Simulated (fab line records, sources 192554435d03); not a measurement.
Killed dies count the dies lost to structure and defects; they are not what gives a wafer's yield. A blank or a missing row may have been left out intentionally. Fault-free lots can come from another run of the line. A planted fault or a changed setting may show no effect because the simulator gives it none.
Chamber matching | flow n5 finfet | N5_BEOL_M6_ETCH_66 on rie diel-01 has 4 sister chambers
The step etches SOC in N2/H2, target depth 80 nm, overetch 16 nm, time 120 s. 18 wafers are shown with their chamber, then 9 later ones without.

== EACH WAFER AND ITS CHAMBER ==
wafer  | chamber | throttle valve pct (%) | drypump motor current A (A) | showerhead plenum p Torr (Torr)
L076.1 | 1       | 17.4                   | 6.6                         | 2.63
L076.4 | 2       | 18.3                   | 5.7                         | 2.64
L076.6 | 2       | 18.3                   | 5.7                         | 2.64
L082.2 | 0       | 17.9                   | 6.3                         | 2.72
L082.4 | 3       | 17.9                   | 5.7                         | 2.53
L082.5 | 2       | 18.3                   | 5.7                         | 2.63
L081.3 | 0       | 17.9                   | 6.3                         | 2.72
L081.5 | 0       | 17.9                   | 6.3                         | 2.72
L081.6 | 1       | 17.4                   | 6.6                         | 2.63
L087.1 | 2       | 18.3                   | 5.7                         | 2.63
L087.3 | 3       | 18.0                   | 5.7                         | 2.52
L087.5 | 0       | 17.9                   | 6.3                         | 2.71
L093.1 | 3       | 18.0                   | 5.8                         | 2.51
L093.3 | 1       | 17.4                   | 6.5                         | 2.62
L093.4 | 0       | 17.9                   | 6.3                         | 2.71
L091.1 | 3       | 18.0                   | 5.8                         | 2.51
L091.2 | 2       | 18.3                   | 5.7                         | 2.62
L091.4 | 0       | 17.9                   | 6.3                         | 2.71

SIGNATURES (averages over the wafers above)
reading                  | chamber 0 | chamber 1 | chamber 2 | chamber 3 | scatter within a chamber
throttle valve pct       | 17.900    | 17.400    | 18.300    | 17.975    | 0.0231
drypump motor current A  | 6.300     | 6.567     | 5.700     | 5.750     | 0.0345
showerhead plenum p Torr | 2.7150    | 2.6267    | 2.6320    | 2.5175    | 0.00742
Rule: for each reading, subtract the chamber's mean from the wafer's reading, divide by that reading's scatter and square the result; add these up over the readings and take the root, which gives the wafer's distance from the chamber. The wafer belongs to the nearest chamber; if the next one is less than 2 further off, it can't be placed. The scatter: the root of (the sum of the squares of (reading less its chamber's mean) over the shown wafers, divided by (wafers less chambers)).

== WAFERS MISSING THEIR CHAMBER ==
wafer  | throttle valve pct (%) | drypump motor current A (A) | showerhead plenum p Torr (Torr)
L094.3 | 18.3                   | 5.7                         | 2.62
L094.4 | 18.0                   | 5.7                         | 2.51
L094.6 | 17.9                   | 6.2                         | 2.71
L095.1 | 17.9                   | 6.2                         | 2.70
L095.2 | 18.3                   | 5.7                         | 2.62
L095.3 | 18.0                   | 5.8                         | 2.51
L095.4 | 17.4                   | 6.5                         | 2.61
L095.5 | 17.9                   | 6.2                         | 2.70
L095.6 | 18.0                   | 5.8                         | 2.51

== WHICH CHAMBER EACH ONE RAN IN ==
wafer  | from the rows above | in truth
L094.3 | 2                   | 2
L094.4 | 3                   | 3
L094.6 | 0                   | 0
L095.1 | 0                   | 0
L095.2 | 2                   | 2
L095.3 | 3                   | 3
L095.4 | 1                   | 1
L095.5 | 0                   | 0
L095.6 | 3                   | 3
Placed correctly: 9 of 9. Number that these rows cannot place: 0. Placed wrongly: 0.
